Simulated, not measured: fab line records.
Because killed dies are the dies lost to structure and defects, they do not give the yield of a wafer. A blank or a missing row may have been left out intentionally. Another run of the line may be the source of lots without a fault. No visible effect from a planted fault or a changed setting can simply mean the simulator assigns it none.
The tool behind it: which one?	flow n5-finfet	Sampling: 10 lots, 28 wafers, 6 of 1938 route steps

WHAT EACH GAUGE READ, for each wafer
N5_BEOL_M0_RS_MEAS_126: measurement is done with a four-point probe. Usual: for M0_RS the level is 0.530 ohm/sq and the standard deviation is 0.017.
lot	measured	on	M0_RS (ohm/sq)	flag
L593	day 6 02:08	film-metro-02	0.500 0.506 0.503	
L594	day 6 10:05	film-metro-02	0.527 0.539 0.520	
L598	day 7 09:11	film-metro-02	0.526 0.540 0.522	
L599	day 7 16:22	film-metro-02	0.514 0.520 0.518	
L600	day 8 04:22	film-metro-01	0.553 0.528 0.525	
L605	day 9 06:14	film-metro-01	0.599 0.509	
L606	day 9 10:05	film-metro-01	0.584 0.529	
L610	day 10 10:03	film-metro-01	0.526 0.521 0.539	
L611	day 10 16:10	film-metro-01	0.541 0.554 0.537	
L615	day 11 21:28	film-metro-02	0.560 0.564 0.535	

N5_BEOL_M4_RC_MEAS_101. Usual: DIBL_N 36.4 mV/V, standard deviation 1.4; DIBL_P 36.3 mV/V, standard deviation 1.8; IOFF_N 0.163 nA/um, standard deviation 0.024; IOFF_P 0.21 nA/um, standard deviation 0.034; ION_N 673 uA/um, standard deviation 11; ION_P 461 uA/um, standard deviation 7.4; SS_N 71.6 mV/dec, standard deviation 0.52; SS_P 73.3 mV/dec, standard deviation 0.58; VT_N 249.4 mV, standard deviation 2.5; VT_P -250 mV, standard deviation 3.5.
lot	measured	on	DIBL_N (mV/V)	DIBL_P (mV/V)	IOFF_N (nA/um)	IOFF_P (nA/um)	ION_N (uA/um)	ION_P (uA/um)	SS_N (mV/dec)	SS_P (mV/dec)	VT_N (mV)	VT_P (mV)	flag
L593	day 8 02:40	prober-02	37.2 36.7 37.6	37.1 37.9 37.5	0.176 0.180 0.190	0.21 0.23 0.22	668 684 673	451 467 456	71.9 71.8 71.6	73.0 73.3 72.7	248.3 248.2 248.1	-249 -249 -249	
L594	day 8 07:10	prober-01	37.2 37.2 37.5	38.0 37.4 38.2	0.170 0.169 0.181	0.25 0.24 0.24	663 668 666	456 462 459	71.9 71.2 71.9	73.8 73.4 73.8	245.9 249.0 246.9	-246 -248 -248	
L598	day 9 07:05	prober-01	37.5 35.5 38.3	36.9 34.4 37.3	0.177 0.136 0.186	0.25 0.20 0.27	684 668 677	470 464 467	72.3 71.2 71.6	73.5 72.7 73.2	250.3 249.4 249.5	-245 -249 -244	
L599	day 9 17:22	prober-01	34.1 35.7 34.1	35.5 37.6 35.9	0.139 0.168 0.138	0.18 0.22 0.19	652 668 656	448 455 455	71.5 71.9 71.8	73.3 73.5 73.8	253.9 249.8 253.2	-253 -252 -254	
L600	day 9 20:26	prober-02	36.0 35.0 36.5	36.8 35.7 37.7	0.169 0.145 0.174	0.23 0.21 0.26	665 666 680	461 457 475	72.1 71.0 71.9	73.5 73.2 73.9	248.2 248.0 247.9	-247 -249 -244	
L605	day 11 15:29	prober-01	35.5 37.7	36.3 37.8	0.154 0.188	0.21 0.27	684 680	465 469	71.5 71.4	72.7 73.5	248.5 244.9	-248 -244	
L606	day 11 17:55	prober-01	35.4 37.6	36.1 38.1	0.172 0.204	0.22 0.25	688 683	466 463	72.0 71.9	73.5 74.3	246.6 245.7	-246 -245	
L610	day 11 22:14	prober-01	35.6 35.3 37.2	34.6 34.4 37.2	0.142 0.139 0.175	0.17 0.17 0.21	658 671 675	449 454 463	71.2 71.2 71.5	72.6 72.4 73.6	251.1 253.0 246.6	-254 -258 -252	
L611	day 12 19:30	prober-02	37.2 36.8 36.7	37.3 36.7 37.1	0.153 0.150 0.156	0.21 0.20 0.21	674 665 679	457 459 463	72.6 71.8 71.8	73.9 73.5 73.9	250.4 252.3 251.0	-250 -251 -253	
L615	day 13 18:05	prober-01	37.4 40.3 36.6	35.5 38.7 33.9	0.158 0.217 0.146	0.23 0.30 0.22	674 691 656	466 465 458	71.0 72.4 71.6	73.2 73.9 72.1	249.3 245.3 254.2	-247 -242 -247	

WHICH TOOL RAN EACH LOT (tool, then ch and the chambers of the sampled wafers, then the start)
lot	N5_BEOL_M0_SAQP_PECVD_00	N5_BEOL_M0_SPUTTER_141	N5_BEOL_M0_ANNEAL_119	N5_BEOL_M1_HM_DEP_02
L593	pecvd-04 ch 0,1,2, day 5 13:23	pvd-sputter-03, day 6 00:52	rtp-anneal-01 ch 0, day 6 01:13	pvd-sputter-03, day 6 03:38
L594	pecvd-02 ch 0,2, day 5 18:05	pvd-sputter-03, day 6 08:58	rtp-anneal-02 ch 0, day 6 09:10	pvd-sputter-01, day 6 10:19
L598	pecvd-02 ch 0,2, day 6 23:00	pvd-sputter-02, day 7 08:07	rtp-anneal-02 ch 0, day 7 08:18	pvd-sputter-01, day 7 09:55
L599	pecvd-04 ch 0,1,2, day 7 04:10	pvd-sputter-01, day 7 15:15	rtp-anneal-01 ch 0, day 7 15:27	pvd-sputter-02, day 7 18:32
L600	pecvd-02 ch 0,1,2, day 7 14:02	pvd-sputter-01, day 8 03:10	rtp-anneal-01 ch 0, day 8 03:24	pvd-sputter-02, day 8 04:35
L605	pecvd-02 ch 1, day 8 17:26	pvd-sputter-03, day 9 05:10	rtp-anneal-02 ch 0, day 9 05:28	pvd-sputter-03, day 9 06:47
L606	pecvd-02 ch 1,2, day 8 20:25	pvd-sputter-01, day 9 09:03	rtp-anneal-02 ch 0, day 9 09:14	pvd-sputter-02, day 9 10:43
L610	pecvd-04 ch 0,1,2, day 9 19:48	pvd-sputter-02, day 10 08:46	rtp-anneal-01 ch 0, day 10 08:58	pvd-sputter-01, day 10 11:55
L611	pecvd-03 ch 0,1, day 10 02:20	pvd-sputter-01, day 10 15:03	rtp-anneal-01 ch 0, day 10 15:23	pvd-sputter-03, day 10 16:25
L615	pecvd-04 ch 0,1,2, day 11 08:55	pvd-sputter-03, day 11 20:25	rtp-anneal-02 ch 0, day 11 20:40	pvd-sputter-02, day 11 22:22
- N5_BEOL_M0_SAQP_PECVD_00: deposits SiCN from 3MS/NH3, target thk 8 nm, time 14 s.
- N5_BEOL_M0_SPUTTER_141: material Cu, target thk 4 nm, time 7.37 s.
- N5_BEOL_M0_ANNEAL_119: time 90 s.
- N5_BEOL_M1_HM_DEP_02: deposits TiN, target thk 20 nm.

WHAT THE TOOLS THEMSELVES READ (means of the sampled wafers that have a number; where no wafer has one, the mark that the record gives instead)
N5_BEOL_M0_SAQP_PECVD_00. Usual: showerhead-plenum-p-Torr 3.659 Torr, standard deviation 0.01; throttle-valve-pct 9.1 %, standard deviation 0.46.
lot	tool	showerhead-plenum-p-Torr (Torr)	throttle-valve-pct (%)	flag
L593	pecvd-04	3.658	8.7	
L594	pecvd-02	3.667	9.0	
L598	pecvd-02	3.665	8.9	
L599	pecvd-04	3.656	8.8	
L600	pecvd-02	3.666	9.0	
L605	pecvd-02	3.660	9.1	
L606	pecvd-02	3.671	9.1	
L610	pecvd-04	3.661	8.9	
L611	pecvd-03	3.654	10.0	
L615	pecvd-04	3.659	8.8	

N5_BEOL_M0_SPUTTER_141. Usual: chamber-pressure-pa 0.06999 Pa, standard deviation 0.00014; throttle-valve-pct 30.2 %, standard deviation 1.2.
lot	tool	chamber-pressure-pa (Pa)	throttle-valve-pct (%)	flag
L593	pvd-sputter-03	0.06994	29.8	
L594	pvd-sputter-03	0.07015	30.1	
L598	pvd-sputter-02	0.06998	30.5	
L599	pvd-sputter-01	0.06986	30.0	
L600	pvd-sputter-01	0.06996	30.2	
L605	pvd-sputter-03	0.07002	30.9	
L606	pvd-sputter-01	0.06997	29.8	
L610	pvd-sputter-02	0.06989	31.1	
L611	pvd-sputter-01	0.07004	30.3	
L615	pvd-sputter-03	0.06997	29.2	

N5_BEOL_M0_ANNEAL_119. Usual: wafer_temp_C_max 225.90, standard deviation 0.21.
lot	tool	wafer_temp_C_max	flag
L593	rtp-anneal-01	225.98	
L594	rtp-anneal-02	225.99	
L598	rtp-anneal-02	226.18	
L599	rtp-anneal-01	226.18	
L600	rtp-anneal-01	225.69	
L605	rtp-anneal-02	225.64	
L606	rtp-anneal-02	225.91	
L610	rtp-anneal-01	225.95	
L611	rtp-anneal-01	226.03	
L615	rtp-anneal-02	225.86	

N5_BEOL_M1_HM_DEP_02. Usual: chamber-pressure-pa 0.5000 Pa, standard deviation 0.001; throttle-valve-pct 30.3 %, standard deviation 1.1.
lot	tool	chamber-pressure-pa (Pa)	throttle-valve-pct (%)	flag
L593	pvd-sputter-03	0.5010	29.8	
L594	pvd-sputter-01	0.5000	30.2	
L598	pvd-sputter-01	0.5007	30.2	
L599	pvd-sputter-02	0.5001	29.5	
L600	pvd-sputter-02	0.4997	29.7	
L605	pvd-sputter-03	0.4997	29.6	
L606	pvd-sputter-02	0.5004	30.2	
L610	pvd-sputter-01	0.4999	29.9	
L611	pvd-sputter-03	0.4996	29.9	
L615	pvd-sputter-02	0.5001	30.5	

THE ANSWER, worked out from the rows above alone
Rule: take the mean of a lot's wafers that have a number; if it is more than 3 standard deviations from the usual mean, the lot is off. Also off: a lot with no number at a reading for which 4 or more lots have one. All remaining lots with rows at the step are treated as sound. First the gauges in route order, then the tools' own readings, where a lot's mean is used as printed above. At the first step where some lot is off, the reading lying furthest off is the one used; lots without a number count as furthest.
Across all readings shown, no lot is off: no conclusion can be drawn from this.

WHAT THE SIMULATOR PUT IN
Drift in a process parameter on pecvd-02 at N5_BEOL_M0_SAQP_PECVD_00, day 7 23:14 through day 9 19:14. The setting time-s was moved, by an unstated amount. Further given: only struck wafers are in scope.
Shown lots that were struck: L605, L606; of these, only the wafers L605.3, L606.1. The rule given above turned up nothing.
